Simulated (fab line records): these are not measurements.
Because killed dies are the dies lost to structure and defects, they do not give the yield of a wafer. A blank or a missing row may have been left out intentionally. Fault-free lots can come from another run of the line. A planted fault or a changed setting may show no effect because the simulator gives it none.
fab line records	flow nand-harc
[record] lots = 24	wafers = 72	last-day = 33
route steps=1302 shown A_BLC@1136 A_M0@1153 A_M1@1180 A_BONDPAD@1225 THIN_TSV@1245
lots that met no fault: taken from a fault-free run of the same line
start-h: hours from the record's opening day to when the first of the lot's shown wafers began	wait-h: hours since the lot's step before	" as in the row above	L1.1+2: a single row standing in for several wafers	- no value present, or no start provided	* or withheld: withheld	< > ~ a bound
route shown NAME@n: a module of which the file shows steps, and the number in the route of the first	usual: mean and standard deviation over wafers with no fault	same: alike in all rows	chamber/n: place in a boat	sites: the reading at each site	_std_site: the values' standard deviation	_edge_site: inner sites' mean taken away from outer sites' mean	radius-mm: how far each site lies from the wafer's centre	mask NAME#n: copy n	behind: tool/chamber where the wafer was last shaped	hold: what put the lot on hold/how long, in hours/how the hold closed	device: whichever transistor did not switch (one of n, p or np)	end of line: tests of these same wafers at the route's end	a step without rows: its recipe alone	killed: not the wafer's yield, but the dies lost to structure and defects at the first sort	map: dies across one wafer; x = killed, . = not, _ = none there
set.NAME: the setting as run; set.NAME@STEP: as run at that earlier step	model.NAME: the simulator's own value behind a step, which no gauge read
the route's steps for a sample of lots (tables are steps, rows are wafers)
services: from which hour (start-h, from the record's first day; less than 0 if before it) a tool's chamber was out of use, for how many hours, and why
[[steps]]
[step NHARC_A_BLC_INSPECT_28]
[usual] raw-defect-count = 497/120
lot.wafer	tool	chamber	start-h	wait-h	raw-defect-count
L074.1	defect-inspect-02	-	511.26	0.1	560
L074.3	"	-	"	"	942
L074.4	"	-	"	"	525
L075.1	defect-inspect-02	-	539.45	0.1	564
L075.3	"	-	"	"	505
L075.5	"	-	"	"	930
L077.1	defect-inspect-02	-	540.44	0.1	559
L077.2	"	-	"	"	671
L077.3	"	-	"	"	607
L076.2	defect-inspect-01	-	546.61	0.1	537
L076.4	"	-	"	"	553
L076.5	"	-	"	"	444
L078.4	defect-inspect-01	-	559.91	0.1	717
L078.5	"	-	"	"	364
L078.6	"	-	"	"	336
L079.1	defect-inspect-01	-	578.41	0.1	472
L079.4	"	-	"	"	381
L079.6	"	-	"	"	315
L081.3	defect-inspect-01	-	584.48	0.1	401
L081.4	"	-	"	"	446
L081.5	"	-	"	"	430
L080.1	defect-inspect-01	-	589.45	0.1	493
L080.4	"	-	"	"	545
L080.5	"	-	"	"	541
L083.3	defect-inspect-02	-	595.88	0.1	582
L083.5	"	-	"	"	581
L083.6	"	-	"	"	560
L082.4	defect-inspect-02	-	599.74	0.1	369
L082.5	"	-	"	"	446
L082.6	"	-	"	"	324
L084.3	defect-inspect-01	-	614.70	0.1	524
L084.4	"	-	"	"	436
L084.6	"	-	"	"	466
L085.1	defect-inspect-01	-	618.53	0.1	531
L085.5	"	-	"	"	440
L085.6	"	-	"	"	445
L086.1	defect-inspect-01	-	646.70	0.1	473
L086.4	"	-	"	"	345
L086.5	"	-	"	"	431
L087.2	defect-inspect-02	-	652.58	0.1	482
L087.3	"	-	"	"	432
L087.5	"	-	"	"	508
L089.1	defect-inspect-02	-	671.16	0.1	463
L089.2	"	-	"	"	541
L089.6	"	-	"	"	356
L088.1	defect-inspect-02	-	672.51	0.1	406
L088.3	"	-	"	"	471
L088.4	"	-	"	"	473
L090.2	defect-inspect-01	-	678.80	0.1	448
L090.4	"	-	"	"	427
L090.5	"	-	"	"	369
L091.1	defect-inspect-02	-	683.11	0.1	415
L091.3	"	-	"	"	498
L091.4	"	-	"	"	403
L092.1	defect-inspect-02	-	719.25	0.1	392
L092.4	"	-	"	"	455
L092.6	"	-	"	"	516
L093.2	defect-inspect-02	-	727.88	0.1	557
L093.4	"	-	"	"	431
L093.6	"	-	"	"	934
L094.3	defect-inspect-02	-	728.36	0.1	598
L094.4	"	-	"	"	648
L094.5	"	-	"	"	668
L095.2	defect-inspect-01	-	736.30	0.1	492
L095.4	"	-	"	"	440
L095.6	"	-	"	"	366
L096.1	defect-inspect-01	-	756.49	0.1	426
L096.3	"	-	"	"	454
L096.6	"	-	"	"	433
L097.1	defect-inspect-01	-	759.01	0.1	391
L097.4	"	-	"	"	494
L097.5	"	-	"	"	551
[step NHARC_A_M0_CD_MEAS_16]
[usual] cd-nm = 79.9/0.89
lot.wafer	tool	chamber	start-h	wait-h	cd-nm
L074.1	cd-sem-02	-	512.52	-	79.9
L074.3	"	-	"	"	80.2
L074.4	"	-	"	"	79.5
L075.1	cd-sem-01	-	540.84	-	80.1
L075.3	"	-	"	"	80.3
L075.5	"	-	"	"	81.8
L077.1	cd-sem-03	-	541.70	-	80.4
L077.2	"	-	"	"	80.1
L077.3	"	-	"	"	81.5
L076.2	cd-sem-02	-	548.01	-	78.5
L076.4	"	-	"	"	79.4
L076.5	"	-	"	"	80.7
L078.4	cd-sem-02	-	561.18	-	81.1
L078.5	"	-	"	"	79.6
L078.6	"	-	"	"	80.1
L079.1	cd-sem-03	-	579.72	-	79.3
L079.4	"	-	"	"	79.5
L079.6	"	-	"	"	79.0
L081.3	cd-sem-02	-	585.75	-	81.2
L081.4	"	-	"	"	80.7
L081.5	"	-	"	"	80.4
L080.1	cd-sem-03	-	590.84	-	80.5
L080.4	"	-	"	"	79.1
L080.5	"	-	"	"	80.2
L083.3	cd-sem-02	-	597.27	-	79.8
L083.5	"	-	"	"	81.5
L083.6	"	-	"	"	81.4
L082.4	cd-sem-01	-	601.01	-	79.9
L082.5	"	-	"	"	79.2
L082.6	"	-	"	"	78.7
L084.3	cd-sem-01	-	616.09	-	78.3
L084.4	"	-	"	"	79.3
L084.6	"	-	"	"	79.5
L085.1	cd-sem-01	-	619.80	-	79.5
L085.5	"	-	"	"	80.0
L085.6	"	-	"	"	79.2
L086.1	cd-sem-01	-	647.97	-	79.7
L086.4	"	-	"	"	78.4
L086.5	"	-	"	"	79.9
L087.2	cd-sem-02	-	653.96	-	80.1
L087.3	"	-	"	"	81.2
L087.5	"	-	"	"	80.6
L089.1	cd-sem-02	-	672.55	-	78.3
L089.2	"	-	"	"	79.8
L089.6	"	-	"	"	79.5
L088.1	cd-sem-02	-	673.76	-	80.0
L088.3	"	-	"	"	80.8
L088.4	"	-	"	"	80.5
L090.2	cd-sem-03	-	680.06	-	79.9
L090.4	"	-	"	"	80.1
L090.5	"	-	"	"	79.7
L091.1	cd-sem-02	-	684.37	-	80.8
L091.3	"	-	"	"	79.0
L091.4	"	-	"	"	79.5
L092.1	cd-sem-01	-	720.68	-	79.7
L092.4	"	-	"	"	81.1
L092.6	"	-	"	"	80.5
L093.2	cd-sem-03	-	729.27	-	79.2
L093.4	"	-	"	"	79.7
L093.6	"	-	"	"	78.3
L094.3	cd-sem-02	-	729.75	-	81.1
L094.4	"	-	"	"	78.6
L094.5	"	-	"	"	79.2
L095.2	cd-sem-02	-	737.73	-	79.1
L095.4	"	-	"	"	79.5
L095.6	"	-	"	"	79.7
L096.1	cd-sem-01	-	757.87	-	80.8
L096.3	"	-	"	"	81.2
L096.6	"	-	"	"	80.7
L097.1	cd-sem-01	-	760.41	-	78.7
L097.4	"	-	"	"	78.8
L097.5	"	-	"	"	78.0
[step NHARC_A_M1_OVL_MEAS_10]
[recipe] pitch-nm = 240
[usual] overlay-x-nm = -0.2/0.65	overlay-y-nm = 0.0/0.7
lot.wafer	tool	chamber	start-h	wait-h	overlay-x-nm	overlay-y-nm
L074.1	overlay-01	-	516.19	-	-1.1	-0.1
L074.3	"	-	"	"	-0.9	-0.2
L074.4	"	-	"	"	-0.8	-0.3
L075.1	overlay-02	-	544.37	-	-0.6	0.2
L075.3	"	-	"	"	-1.5	-0.1
L075.5	"	-	"	"	-1.1	0.3
L077.1	overlay-01	-	545.36	-	-0.5	1.0
L077.2	"	-	"	"	-0.5	0.3
L077.3	"	-	"	"	-0.3	0.7
L076.2	overlay-01	-	551.73	-	0.7	0.3
L076.4	"	-	"	"	-0.1	1.0
L076.5	"	-	"	"	0.2	0.8
L078.4	overlay-01	-	564.97	-	-0.1	-0.9
L078.5	"	-	"	"	0.2	-0.9
L078.6	"	-	"	"	0.0	-1.1
L079.1	overlay-01	-	583.39	-	0.1	-1.0
L079.4	"	-	"	"	-0.7	-1.5
L079.6	"	-	"	"	0.0	-0.5
L081.3	overlay-01	-	589.40	-	0.5	0.8
L081.4	"	-	"	"	0.6	1.0
L081.5	"	-	"	"	0.2	0.9
L080.1	overlay-01	-	594.52	-	-0.3	0.0
L080.4	"	-	"	"	-0.4	0.7
L080.5	"	-	"	"	-0.3	0.5
L083.3	overlay-02	-	600.93	-	0.5	-1.0
L083.5	"	-	"	"	1.1	-0.8
L083.6	"	-	"	"	0.6	-0.7
L082.4	overlay-02	-	604.53	-	-0.1	0.3
L082.5	"	-	"	"	-0.2	0.5
L082.6	"	-	"	"	0.4	0.4
L084.3	overlay-02	-	619.79	-	-0.1	-0.8
L084.4	"	-	"	"	-0.3	-0.6
L084.6	"	-	"	"	0.0	-0.1
L085.1	overlay-02	-	623.31	-	-0.9	-1.2
L085.5	"	-	"	"	-1.0	-0.5
L085.6	"	-	"	"	-0.8	-0.6
L086.1	overlay-01	-	651.62	-	-0.4	-1.4
L086.4	"	-	"	"	-0.3	-1.6
L086.5	"	-	"	"	-0.5	-0.9
L087.2	overlay-01	-	657.88	-	-0.5	-0.2
L087.3	"	-	"	"	-0.4	0.9
L087.5	"	-	"	"	-0.8	-0.8
L089.1	overlay-01	-	676.09	-	0.1	0.2
L089.2	"	-	"	"	0.7	0.9
L089.6	"	-	"	"	0.8	0.9
L088.1	overlay-01	-	677.43	-	-1.4	-0.9
L088.3	"	-	"	"	-0.8	-0.6
L088.4	"	-	"	"	-1.1	-0.6
L090.2	overlay-01	-	683.57	-	-0.7	0.2
L090.4	"	-	"	"	-0.3	0.2
L090.5	"	-	"	"	-0.3	-0.3
L091.1	overlay-01	-	688.00	-	-1.1	0.5
L091.3	"	-	"	"	-1.1	0.5
L091.4	"	-	"	"	-0.7	0.4
L092.1	overlay-02	-	724.24	-	0.7	0.5
L092.4	"	-	"	"	0.3	0.8
L092.6	"	-	"	"	0.4	0.9
L093.2	overlay-02	-	733.39	-	0.7	0.0
L093.4	"	-	"	"	0.4	-0.2
L093.6	"	-	"	"	0.7	-0.5
L094.3	overlay-01	-	733.83	-	-0.1	0.7
L094.4	"	-	"	"	0.5	0.4
L094.5	"	-	"	"	0.3	0.7
L095.2	overlay-01	-	741.43	-	-1.2	0.2
L095.4	"	-	"	"	-1.7	-0.2
L095.6	"	-	"	"	-1.3	-0.3
L096.1	overlay-02	-	761.68	-	0.5	0.1
L096.3	"	-	"	"	-0.6	-0.3
L096.6	"	-	"	"	0.0	-0.3
L097.1	overlay-02	-	764.30	-	-0.6	-0.3
L097.4	"	-	"	"	0.2	-0.1
L097.5	"	-	"	"	-0.5	-0.1
[step NHARC_A_M1_ANNEAL_31]
[recipe] temp-c = 225	time-s = 90
[usual] wafer_temp_C_max = 226.1/0.57
lot.wafer	tool	chamber	start-h	wait-h	wafer_temp_C_max
L074.1	rtp-anneal-01	0	518.07	-	225.6
L074.3	"	0	"	"	225.6
L074.4	"	0	"	"	225.6
L075.1	rtp-anneal-01	0	546.22	-	225.4
L075.3	"	0	"	"	225.5
L075.5	"	0	"	"	225.4
L077.1	rtp-anneal-01	0	547.22	0.3	225.2
L077.2	"	0	"	"	225.4
L077.3	"	0	"	"	225.3
L076.2	rtp-anneal-02	0	553.64	0.3	226.4
L076.4	"	0	"	"	226.8
L076.5	"	0	"	"	226.7
L078.4	rtp-anneal-01	0	566.97	-	225.4
L078.5	"	0	"	"	225.2
L078.6	"	0	"	"	225.2
L079.1	rtp-anneal-02	0	585.25	0.3	226.5
L079.4	"	0	"	"	226.5
L079.6	"	0	"	"	226.4
L081.3	rtp-anneal-01	0	591.35	-	225.4
L081.4	"	0	"	"	225.3
L081.5	"	0	"	"	225.7
L080.1	rtp-anneal-02	0	596.39	-	227.0
L080.4	"	0	"	"	227.2
L080.5	"	0	"	"	226.4
L083.3	rtp-anneal-02	0	602.89	0.3	226.0
L083.5	"	0	"	"	226.4
L083.6	"	0	"	"	226.2
L082.4	rtp-anneal-02	0	606.54	0.4	226.3
L082.5	"	0	"	"	226.5
L082.6	"	0	"	"	227.0
L084.3	rtp-anneal-01	0	621.82	-	225.8
L084.4	"	0	"	"	225.6
L084.6	"	0	"	"	225.6
L085.1	rtp-anneal-02	0	625.19	-	226.7
L085.5	"	0	"	"	226.6
L085.6	"	0	"	"	227.5
L086.1	rtp-anneal-02	0	653.47	0.3	226.4
L086.4	"	0	"	"	226.2
L086.5	"	0	"	"	226.5
L087.2	rtp-anneal-01	0	659.78	-	225.4
L087.3	"	0	"	"	225.5
L087.5	"	0	"	"	225.7
L089.1	rtp-anneal-01	0	677.97	-	225.2
L089.2	"	0	"	"	225.4
L089.6	"	0	"	"	225.3
L088.1	rtp-anneal-02	0	679.29	-	226.0
L088.3	"	0	"	"	227.2
L088.4	"	0	"	"	227.2
L090.2	rtp-anneal-01	0	685.56	-	225.8
L090.4	"	0	"	"	225.7
L090.5	"	0	"	"	226.0
L091.1	rtp-anneal-01	0	689.90	0.3	225.9
L091.3	"	0	"	"	225.9
L091.4	"	0	"	"	225.9
L092.1	rtp-anneal-02	0	726.08	-	226.4
L092.4	"	0	"	"	226.5
L092.6	"	0	"	"	226.9
L093.2	rtp-anneal-02	0	735.29	0.4	226.6
L093.4	"	0	"	"	226.5
L093.6	"	0	"	"	226.3
L094.3	rtp-anneal-01	0	735.86	0.3	225.6
L094.4	"	0	"	"	226.0
L094.5	"	0	"	"	225.8
L095.2	rtp-anneal-02	0	743.34	0.3	226.3
L095.4	"	0	"	"	226.8
L095.6	"	0	"	"	226.2
L096.1	rtp-anneal-01	0	763.64	-	225.6
L096.3	"	0	"	"	225.9
L096.6	"	0	"	"	225.7
L097.1	rtp-anneal-02	0	766.31	-	226.4
L097.4	"	0	"	"	226.5
L097.5	"	0	"	"	226.7
[step NHARC_A_BONDPAD_DEGAS_25]
[recipe] temp-c = 300	time-s = 60
[usual] heater-power-w = 449/25
lot.wafer	tool	chamber	start-h	wait-h	heater-power-w
L074.4	pvd-sputter-01	-	521.96	-	406
L074.3	"	-	"	"	403
L074.1	"	-	"	"	472
L075.1	pvd-sputter-02	-	550.06	-	462
L075.3	"	-	"	"	465
L075.5	"	-	"	"	452
L077.3	pvd-sputter-01	-	551.29	-	482
L077.1	"	-	"	"	446
L077.2	"	-	"	"	402
L076.2	pvd-sputter-02	-	557.49	-	451
L076.4	"	-	"	"	454
L076.5	"	-	"	"	471
L078.4	pvd-sputter-03	-	570.88	-	462
L078.6	"	-	"	"	465
L078.5	"	-	"	"	446
L079.4	pvd-sputter-02	-	589.03	-	454
L079.1	"	-	"	"	448
L079.6	"	-	"	"	445
L081.4	pvd-sputter-03	-	595.17	-	465
L081.3	"	-	"	"	443
L081.5	"	-	"	"	450
L080.1	pvd-sputter-02	-	600.16	-	465
L080.4	"	-	"	"	458
L080.5	"	-	"	"	447
L083.3	pvd-sputter-03	-	606.71	-	449
L083.6	"	-	"	"	456
L083.5	"	-	"	"	453
L082.4	pvd-sputter-03	-	610.31	-	453
L082.6	"	-	"	"	456
L082.5	"	-	"	"	434
L084.3	pvd-sputter-03	-	625.70	-	454
L084.4	"	-	"	"	438
L084.6	"	-	"	"	437
L085.1	pvd-sputter-03	-	629.74	-	438
L085.6	"	-	"	"	430
L085.5	"	-	"	"	444
L086.4	pvd-sputter-01	-	657.37	-	414
L086.1	"	-	"	"	373
L086.5	"	-	"	"	419
L087.3	pvd-sputter-02	-	663.63	-	458
L087.2	"	-	"	"	465
L087.5	"	-	"	"	448
L089.2	pvd-sputter-01	-	682.20	-	377
L089.1	"	-	"	"	428
L089.6	"	-	"	"	390
L088.3	pvd-sputter-03	-	683.45	-	444
L088.1	"	-	"	"	472
L088.4	"	-	"	"	446
L090.4	pvd-sputter-02	-	689.47	-	461
L090.2	"	-	"	"	459
L090.5	"	-	"	"	462
L091.1	pvd-sputter-02	-	693.66	-	463
L091.3	"	-	"	"	419
L091.4	"	-	"	"	468
L092.1	pvd-sputter-02	-	730.02	-	482
L092.4	"	-	"	"	435
L092.6	"	-	"	"	470
L093.4	pvd-sputter-02	-	739.14	-	456
L093.2	"	-	"	"	433
L093.6	"	-	"	"	470
L094.4	pvd-sputter-03	-	739.67	-	433
L094.3	"	-	"	"	426
L094.5	"	-	"	"	429
L095.2	pvd-sputter-01	-	747.05	-	419
L095.4	"	-	"	"	370
L095.6	"	-	"	"	423
L096.3	pvd-sputter-02	-	767.43	-	448
L096.1	"	-	"	"	466
L096.6	"	-	"	"	461
L097.1	pvd-sputter-02	-	770.34	-	466
L097.4	"	-	"	"	478
L097.5	"	-	"	"	459
[step NHARC_THIN_TSV_CMP_01]
[recipe] target-thk-um = 3
[usual] motor-current-A = 11.4/0.96
lot.wafer	tool	chamber	start-h	wait-h	motor-current-A
L074.1	cmp-04	2	536.74	1.0	11.5
L074.3	"	3	"	"	10.9
L074.4	"	0	"	"	13.4
L077.1	cmp-03	0	562.36	1.0	12.7
L077.2	"	2	"	"	11.5
L077.3	"	3	"	"	11.9
L075.1	cmp-03	1	563.57	1.0	12.5
L075.3	"	2	"	"	12.2
L075.5	"	1	"	"	12.8
L076.4	cmp-01	1	570.01	0.5	10.2
L076.2	"	2	"	"	11.0
L076.5	"	1	"	"	9.8
L078.4	cmp-03	0	583.37	0.4	12.8
L078.6	"	0	"	"	12.2
L078.5	"	1	"	"	11.7
L079.4	cmp-03	3	601.64	0.4	12.0
L079.1	"	2	"	"	11.5
L079.6	"	0	"	"	12.5
L081.3	cmp-01	0	608.70	0.6	10.8
L081.4	"	1	"	"	10.1
L081.5	"	0	"	"	11.7
L080.4	cmp-01	2	613.10	0.4	11.1
L080.1	"	0	"	"	11.7
L080.5	"	3	"	"	10.4
L083.3	cmp-01	0	621.75	0.6	12.5
L083.6	"	0	"	"	11.9
L083.5	"	1	"	"	9.6
L082.4	cmp-01	2	623.03	0.5	10.9
L082.5	"	3	"	"	10.2
L082.6	"	0	"	"	11.3
L084.3	cmp-03	3	638.33	0.7	11.9
L084.4	"	0	"	"	12.8
L084.6	"	2	"	"	12.5
L085.1	cmp-04	1	642.20	1.1	11.3
L085.5	"	3	"	"	10.3
L085.6	"	0	"	"	13.0
L086.1	cmp-01	1	670.06	1.0	10.1
L086.4	"	3	"	"	10.2
L086.5	"	1	"	"	10.5
L087.2	cmp-01	1	676.39	0.8	10.1
L087.3	"	2	"	"	11.8
L087.5	"	1	"	"	9.6
L089.1	cmp-01	3	694.85	1.1	10.1
L089.2	"	0	"	"	11.9
L089.6	"	1	"	"	10.5
L088.3	cmp-01	3	696.00	0.6	10.6
L088.1	"	1	"	"	10.5
L088.4	"	2	"	"	10.9
L090.4	cmp-04	0	704.13	0.5	12.5
L090.2	"	1	"	"	11.3
L090.5	"	3	"	"	10.4
L091.1	cmp-04	0	705.26	1.0	12.0
L091.4	"	2	"	"	11.9
L091.3	"	3	"	"	10.7
L092.1	cmp-01	3	745.25	1.0	10.0
L092.4	"	0	"	"	10.9
L092.6	"	3	"	"	10.1
L094.3	cmp-01	3	754.78	0.6	9.7
L094.4	"	1	"	"	10.1
L094.5	"	3	"	"	10.1
L093.2	cmp-04	3	756.00	0.8	10.0
L093.4	"	2	"	"	11.3
L093.6	"	3	"	"	10.8
L095.4	cmp-04	3	759.49	0.5	10.3
L095.2	"	0	"	"	12.9
L095.6	"	1	"	"	12.0
L096.3	cmp-03	0	782.64	0.6	12.6
L096.1	"	2	"	"	11.8
L096.6	"	3	"	"	12.2
L097.4	cmp-03	1	783.82	0.4	12.4
L097.1	"	2	"	"	12.5
L097.5	"	2	"	"	11.8
[[services]]
tool	chamber	start-h	hours	kind
cmp-04	-	503.00	4.0	pm
pvd-sputter-03	-	526.00	10.0	pm
cmp-03	-	554.06	4.0	pm
pvd-sputter-03	-	558.89	0.7	repair
cmp-01	-	581.77	4.0	pm
pvd-sputter-02	-	582.53	2.4	repair
cmp-01	-	592.92	0.5	repair
cmp-04	-	601.00	4.0	pm
pvd-sputter-03	-	612.77	0.6	repair
cmp-01	-	614.54	3.2	repair
cmp-03	-	627.22	2.7	repair
cmp-03	-	632.49	1.3	repair
cmp-03	-	652.06	4.0	pm
pvd-sputter-03	-	660.43	8.5	repair
pvd-sputter-02	-	666.29	10.0	pm
cmp-01	-	679.80	4.0	pm
cmp-01	-	687.98	1.6	repair
rtp-anneal-02	-	690.38	10.2	repair
cmp-03	-	693.87	5.0	repair
pvd-sputter-03	-	704.00	10.0	pm
cmp-03	-	731.34	0.3	repair
rtp-anneal-02	-	744.00	12.0	pm
cmp-03	-	750.06	4.0	pm
cmp-01	-	777.80	4.0	pm
[[key]]
fault none
